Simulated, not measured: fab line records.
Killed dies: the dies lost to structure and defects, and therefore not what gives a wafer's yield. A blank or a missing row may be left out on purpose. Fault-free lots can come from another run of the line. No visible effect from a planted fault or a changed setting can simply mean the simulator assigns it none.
Chamber matching | flow nand harc | NHARC_P_GATE_DESCUM_31 on rie diel-03 has 4 sister chambers
The step chemistry O2, time 3 s. 24 wafers are shown with their chamber, then 12 later ones without.

== WAFERS PAIRED WITH THEIR CHAMBERS ==
wafer  | chamber | showerhead plenum p Torr (Torr) | drypump motor current A (A) | oes product au (a.u.)
L077.1 | 2       | 2.00                            | 5.4                         | 1.000
L077.3 | 1       | 2.05                            | 5.5                         | 1.003
L077.5 | 3       | 1.99                            | 6.3                         | 0.996
L078.2 | 2       | 2.00                            | 5.4                         | 0.994
L078.5 | 1       | 2.05                            | 5.5                         | 0.984
L078.6 | 0       | 1.81                            | 5.4                         | 1.007
L081.3 | 0       | 1.81                            | 5.4                         | 0.997
L081.4 | 1       | 2.05                            | 5.6                         | 0.982
L081.6 | 3       | 1.99                            | 6.4                         | 0.994
L082.1 | 3       | 1.99                            | 6.3                         | 0.993
L082.4 | 1       | 2.05                            | 5.5                         | 0.997
L082.5 | 3       | 1.99                            | 6.4                         | 1.005
L084.1 | 0       | 1.81                            | 5.4                         | 1.001
L084.4 | 1       | 2.05                            | 5.5                         | 0.982
L084.5 | 2       | 1.99                            | 5.4                         | 0.984
L083.2 | 2       | 2.00                            | 5.4                         | 0.996
L083.4 | 1       | 2.05                            | 5.6                         | 0.982
L083.5 | 2       | 2.00                            | 5.4                         | 0.982
L087.4 | 2       | 1.99                            | 5.4                         | 0.988
L087.5 | 1       | 2.05                            | 5.5                         | 0.999
L087.6 | 0       | 1.81                            | 5.4                         | 0.995
L086.1 | 0       | 1.81                            | 5.4                         | 0.988
L086.2 | 1       | 2.05                            | 5.5                         | 0.982
L086.3 | 2       | 1.99                            | 5.4                         | 0.992

SIGNATURES (means of the wafers above)
reading                  | chamber 0 | chamber 1 | chamber 2 | chamber 3 | scatter within a chamber
showerhead plenum p Torr | 1.8100    | 2.0500    | 1.9957    | 1.9900    | 0.00293
drypump motor current A  | 5.400     | 5.525     | 5.400     | 6.350     | 0.0354
oes product au           | 0.99760   | 0.98887   | 0.99086   | 0.99700   | 0.0075
Rule: a wafer lies at a distance from a chamber equal to the root of the sum of squares, over the readings, of (its reading less the chamber's mean, divided by the reading's scatter). If the next closest chamber is less than 2 further off than the closest, the wafer can't be placed; otherwise it belongs to the closest. The scatter is the square root of a quotient: the sum, over the shown wafers, of each reading's squared deviation from its chamber's mean, divided by wafers minus chambers.

== WAFERS MISSING THEIR CHAMBER ==
wafer  | showerhead plenum p Torr (Torr) | drypump motor current A (A) | oes product au (a.u.)
L089.1 | 2.05                            | 5.5                         | 0.986
L089.3 | 1.81                            | 5.4                         | 0.996
L089.6 | 1.99                            | 6.3                         | 0.997
L090.2 | 1.99                            | 6.4                         | 0.991
L090.4 | 2.05                            | 5.6                         | 0.996
L090.5 | 2.05                            | 5.5                         | 0.998
L091.2 | 1.99                            | 5.4                         | 0.996
L091.4 | 1.81                            | 5.4                         | 0.999
L091.6 | 1.99                            | 5.4                         | 0.988
L094.1 | 2.05                            | 5.5                         | 0.986
L094.4 | 1.81                            | 5.4                         | 1.006
L094.6 | 1.99                            | 5.4                         | 0.985

== THE CHAMBER EACH PASSED THROUGH ==
wafer  | from the rows above | in truth
L089.1 | 1                   | 1
L089.3 | 0                   | 0
L089.6 | 3                   | 3
L090.2 | 3                   | 3
L090.4 | 1                   | 1
L090.5 | 1                   | 1
L091.2 | 2                   | 2
L091.4 | 0                   | 0
L091.6 | 2                   | 2
L094.1 | 1                   | 1
L094.4 | 0                   | 0
L094.6 | 2                   | 2
Placed correctly: 12 of 12. Number that these rows cannot place: 0. Number placed wrongly: 0.
